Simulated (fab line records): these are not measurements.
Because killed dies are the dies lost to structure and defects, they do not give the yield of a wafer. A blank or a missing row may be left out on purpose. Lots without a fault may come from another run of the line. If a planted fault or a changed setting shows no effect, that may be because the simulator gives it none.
Chamber matching + flow n5 finfet + N5_BEOL_M0_SAQP_DESCUM_45 on rie diel-03 has 4 sister chambers
The step chemistry O2, time 7 s. 4 wafers are shown with their chamber, then 10 later ones without.

## WAFERS WITH THEIR CHAMBER
| wafer  | chamber | drypump motor current A (A) |
|--------|---------|-----------------------------|
| L086.3 | 0       | 5.9                         |
| L086.4 | 3       | 5.9                         |
| L087.3 | 1       | 6.5                         |
| L087.4 | 2       | 5.6                         |

## WAFERS MISSING THEIR CHAMBER
| wafer  | drypump motor current A (A) |
|--------|-----------------------------|
| L087.5 | 6.4                         |
| L089.2 | 5.9                         |
| L089.5 | 5.9                         |
| L089.6 | 5.9                         |
| L090.4 | 5.9                         |
| L090.5 | 5.6                         |
| L090.6 | 6.4                         |
| L096.1 | 6.4                         |
| L096.3 | 5.9                         |
| L096.5 | 5.9                         |

## WHICH CHAMBER EACH WENT THROUGH
| wafer  | from the rows above     | in truth |
|--------|-------------------------|----------|
| L087.5 | 1                       | 1        |
| L089.2 | can't be placed: 0 or 3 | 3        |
| L089.5 | can't be placed: 0 or 3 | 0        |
| L089.6 | can't be placed: 0 or 3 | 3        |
| L090.4 | can't be placed: 0 or 3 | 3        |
| L090.5 | 2                       | 2        |
| L090.6 | 1                       | 1        |
| L096.1 | 1                       | 1        |
| L096.3 | can't be placed: 0 or 3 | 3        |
| L096.5 | can't be placed: 0 or 3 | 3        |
Correct placement for 4 of the 10. These rows do not allow placing 6 (true chamber among the candidates in 6). Wrongly placed: 0.
How it was worked out, from the rows above alone: a wafer's distance from a chamber is the root of the sum, over the readings, of the square of ((its reading less the chamber's mean) divided by the reading's scatter). The wafer belongs to the nearest chamber; if the next one is less than 2 further off, it can't be placed. For every chamber, the mean is computed from those of its wafers that are shown. The scatter (one wafer shown for each chamber): square how far every hidden wafer sits from the nearest shown wafer, average those squares and take the square root.
